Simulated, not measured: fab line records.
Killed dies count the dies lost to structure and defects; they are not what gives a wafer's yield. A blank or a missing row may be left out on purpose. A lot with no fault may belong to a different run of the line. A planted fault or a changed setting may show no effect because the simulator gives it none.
Matching of chambers | flow nand-harc | cmp-03 running NHARC_A_BLC_CMP_25: 4 sister chambers
The step polishes, t overpolish 30 s, target thk 150 nm. 14 wafers are shown with their chamber, then 7 later ones without.

EACH WAFER AND ITS CHAMBER
wafer  | chamber | motor-current-A (A) | retaining-ring-pressure-frac | overpolish-run-s (s)
L258.1 | 3       | 12.0                | 0.996                        | 30.005
L258.3 | 1       | 11.4                | 1.003                        | 30.018
L258.5 | 0       | 12.7                | 1.001                        | 30.004
L262.1 | 1       | 10.7                | 0.997                        | 30.014
L262.3 | 3       | 11.4                | 1.007                        | 30.010
L262.6 | 0       | 12.8                | 0.998                        | 30.011
L263.1 | 0       | 12.1                | 1.002                        | 30.014
L263.2 | 1       | 10.5                | 1.002                        | 29.993
L263.4 | 3       | 12.2                | 0.996                        | 30.012
L264.3 | 2       | 14.7                | 1.006                        | 30.002
L264.5 | 3       | 12.1                | 1.006                        | 30.005
L264.6 | 2       | 15.9                | 1.006                        | 29.997
L267.1 | 1       | 10.9                | 0.997                        | 30.010
L267.4 | 3       | 11.9                | 0.999                        | 30.011

SIGNATURES (means of the wafers above)
reading                      | chamber 0 | chamber 1 | chamber 2 | chamber 3 | scatter within a chamber
motor-current-A              | 12.533    | 10.875    | 15.300    | 11.920    | 0.429
retaining-ring-pressure-frac | 1.00033   | 0.99975   | 1.00600   | 1.00080   | 0.00393
overpolish-run-s             | 30.00967  | 30.00875  | 29.99950  | 30.00860  | 0.00688
Rule: for a wafer and a chamber, the distance is found by dividing, reading by reading, the gap between the wafer's reading and the chamber's mean by the reading's scatter, squaring, summing and taking the root. If the next closest chamber is less than 2 further off than the closest, the wafer can't be placed; otherwise it belongs to the closest. The scatter: take each reading less its chamber's mean, square it, sum over the shown wafers, divide by the number of wafers less the number of chambers, and take the root.

WAFERS WITHOUT THEIR CHAMBER
wafer  | motor-current-A (A) | retaining-ring-pressure-frac | overpolish-run-s (s)
L267.5 | 11.9                | 0.997                        | 30.011
L277.1 | 14.7                | 1.003                        | 29.992
L277.4 | 10.8                | 0.999                        | 29.998
L277.6 | 14.9                | 0.994                        | 29.988
L278.2 | 12.5                | 1.003                        | 30.005
L278.3 | 11.9                | 1.004                        | 29.994
L278.5 | 12.0                | 1.001                        | 30.004

THE CHAMBER EACH PASSED THROUGH
wafer  | from the rows above          | in truth
L267.5 | can't be placed: 3 or 0 or 1 | 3
L277.1 | 2                            | 2
L277.4 | can't be placed: 1 or 3      | 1
L277.6 | 2                            | 2
L278.2 | can't be placed: 0 or 3      | 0
L278.3 | can't be placed: 3 or 0 or 1 | 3
L278.5 | can't be placed: 3 or 0      | 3
Placed correctly: 2 of 7. Can't be placed from these rows: 5 (the true chamber is among the candidates in 5). Number placed wrongly: 0.
